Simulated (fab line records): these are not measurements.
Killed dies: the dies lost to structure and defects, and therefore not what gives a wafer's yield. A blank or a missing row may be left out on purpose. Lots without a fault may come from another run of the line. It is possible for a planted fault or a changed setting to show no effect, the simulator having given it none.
Which tool was responsible?    flow n5-finfet    33 wafers from 11 lots sampled at 4 of the route's 1938 steps

## WHAT THE GAUGES SHOWED, per wafer
N5_PASSIVATION_CD_MEAS_30 targets a cd of 4000 nm.
lot   measured      on         cd-nm (nm)
L492  day 11 18:20  cd-sem-03  3998.1 3996.3 3997.5
L493  day 12 11:24  cd-sem-02  4001.9 3999.6 4002.9
L494  day 12 16:43  cd-sem-02  4000.1 3999.0 3999.4
L495  day 13 03:46  cd-sem-02  3999.2 4001.1 4002.2
L497  day 13 21:22  cd-sem-02  3997.1 3997.5 3996.3
L498  day 13 21:19  cd-sem-03  4002.0 4000.5 4000.5
L499  day 14 17:16  cd-sem-01  3999.8 3999.5 3998.2
L507  day 16 11:13  cd-sem-02  4001.2 4001.3 3999.1
L506  day 16 11:34  cd-sem-01  3998.3 3999.0 4000.0
L511  day 17 14:18  cd-sem-01  4001.9 4001.7 4001.2
L510  day 17 14:46  cd-sem-01  4000.0 4004.1 4002.6

## EACH LOT AND THE TOOL THAT RAN IT (in order: tool; ch and the chambers of the sampled wafers; start)
lot   N5_BEOL_M10_SPUTTER_48        N5_PASSIVATION_PASS_ETCH_74         N5_PASSIVATION_ETCH_15
L492  pvd-sputter-03, day 10 00:19  rie-diel-02 ch 1,3, day 11 16:19    rie-diel-02 ch 1,3, day 11 18:20 or earlier
L493  pvd-sputter-01, day 10 11:06  rie-diel-05 ch 1,2,3, day 12 09:19  rie-diel-05 ch 1,2,3, day 12 11:24 or earlier
L494  pvd-sputter-03, day 10 12:45  rie-diel-02 ch 0,2,3, day 12 15:10  rie-diel-02 ch 0,2,3, day 12 16:43 or earlier
L495  pvd-sputter-01, day 11 07:08  rie-diel-02 ch 0,1,2, day 13 02:17  rie-diel-02 ch 0,1,2, day 13 03:46 or earlier
L497  pvd-sputter-03, day 12 02:22  rie-diel-02 ch 0,2,3, day 13 20:02  rie-diel-02 ch 0,2,3, day 13 21:22 or earlier
L498  pvd-sputter-03, day 12 02:26  rie-diel-05 ch 0,1,2, day 13 19:47  rie-diel-05 ch 0,1,2, day 13 21:19 or earlier
L499  pvd-sputter-02, day 12 21:16  rie-diel-02 ch 1,3, day 14 15:56    rie-diel-02 ch 1,3, day 14 17:16 or earlier
L507  pvd-sputter-03, day 14 14:21  rie-diel-04 ch 0,1,3, day 16 09:01  rie-diel-04 ch 0,1,3, day 16 11:13 or earlier
L506  pvd-sputter-03, day 14 14:46  rie-diel-05 ch 0,1,2, day 16 09:18  rie-diel-05 ch 0,1,2, day 16 11:34 or earlier
L511  pvd-sputter-02, day 15 21:32  rie-diel-02 ch 0,1,3, day 17 12:29  rie-diel-02 ch 0,1,3, day 17 14:18 or earlier
L510  pvd-sputter-02, day 15 21:51  rie-diel-05 ch 0,1,2, day 17 12:39  rie-diel-05 ch 0,1,2, day 17 14:46 or earlier
- N5_BEOL_M10_SPUTTER_48: material Cu, target thk 12 nm, time 2 s.
- N5_PASSIVATION_PASS_ETCH_74: etches SiNx in CF4/O2, target depth 220 nm, time 110 s.
- N5_PASSIVATION_ETCH_15: etches SiCN in CF4/N2, target depth 75 nm, time 81.2 s.

## WHAT THE TOOLS THEMSELVES READ (means of the sampled wafers that have a number; where no wafer has one, the mark that the record gives instead)
N5_BEOL_M10_SPUTTER_48.
lot   tool            chamber-pressure-pa (Pa)  throttle-valve-pct (%)
L492  pvd-sputter-03  0.12980                   30.9
L493  pvd-sputter-01  0.13016                   30.6
L494  pvd-sputter-03  0.13002                   29.9
L495  pvd-sputter-01  0.13019                   30.6
L497  pvd-sputter-03  0.13010                   31.0
L498  pvd-sputter-03  0.13004                   30.1
L499  pvd-sputter-02  0.13036                   29.3
L507  pvd-sputter-03  0.13004                   31.2
L506  pvd-sputter-03  0.12993                   30.2
L511  pvd-sputter-02  0.13032                   29.4
L510  pvd-sputter-02  0.12988                   29.0

N5_PASSIVATION_PASS_ETCH_74.
lot   tool         drypump-motor-current-A (A)  oes_o_777_au (a.u.)  oes-product-au (a.u.)  rf-vpp-V (V)  showerhead-plenum-p-Torr (Torr)  throttle-valve-pct (%)
L492  rie-diel-02  6.4                          0.78                 0.78                   241           2.18                             16.05
L493  rie-diel-05  6.2                          0.80                 0.80                   237           2.13                             15.94
L494  rie-diel-02  6.0                          0.81                 0.82                   238           2.25                             16.04
L495  rie-diel-02  6.0                          0.83                 0.86                   239           2.24                             15.98
L497  rie-diel-02  6.1                          0.80                 0.81                   238           2.24                             16.06
L498  rie-diel-05  5.8                          0.77                 0.76                   236           2.18                             16.00
L499  rie-diel-02  6.4                          0.76                 0.76                   239           2.17                             16.08
L507  rie-diel-04  5.4                          0.85                 0.85                   238           2.27                             15.78
L506  rie-diel-05  5.8                          0.83                 0.82                   236           2.17                             15.88
L511  rie-diel-02  5.9                          0.79                 0.80                   240           2.22                             15.98
L510  rie-diel-05  5.8                          0.82                 0.81                   235           2.17                             15.89

N5_PASSIVATION_ETCH_15.
lot   tool         drypump-motor-current-A (A)  oes-product-au (a.u.)  rf-vpp-V (V)  showerhead-plenum-p-Torr (Torr)  throttle-valve-pct (%)
L492  rie-diel-02  6.4                          0.78                   382.0         2.19                             15.51
L493  rie-diel-05  6.1                          0.79                   380.8         2.13                             15.38
L494  rie-diel-02  6.1                          0.83                   383.6         2.25                             15.48
L495  rie-diel-02  6.0                          0.85                   383.5         2.24                             15.40
L497  rie-diel-02  6.1                          0.81                   383.4         2.24                             15.51
L498  rie-diel-05  5.9                          0.75                   381.6         2.18                             15.45
L499  rie-diel-02  6.4                          0.76                   381.1         2.18                             15.57
L507  rie-diel-04  5.4                          0.85                   383.4         2.27                             15.22
L506  rie-diel-05  5.8                          0.83                   380.9         2.17                             15.32
L511  rie-diel-02  5.9                          0.81                   382.5         2.22                             15.43
L510  rie-diel-05  5.8                          0.81                   380.6         2.17                             15.33

## THE ANSWER, worked out from the rows above alone
Rule: what is usual is taken from the lots themselves. The widest of any qualifying gaps counts: lots, ordered by their means at a reading, are off when they make up no more than a third of the lots, leave a main group of 4 or more, and stand apart from it by 3 or more times the standard deviation of that group's means. The tables above print the reading to a certain number of digits; a main group whose means all agree to those digits is not used. A lot without any number at a reading at which 4 lots or more have one is off too. All remaining lots with rows at the step are treated as sound. First the gauges in route order, then the tools' own readings, where a lot's mean is used as printed above. At the first step where some lot is off, the reading lying furthest off is the one used; lots without a number count as furthest.
No lot is off on any of the readings shown, so nothing can be concluded from this.

## WHAT THE SIMULATOR HAD PUT IN
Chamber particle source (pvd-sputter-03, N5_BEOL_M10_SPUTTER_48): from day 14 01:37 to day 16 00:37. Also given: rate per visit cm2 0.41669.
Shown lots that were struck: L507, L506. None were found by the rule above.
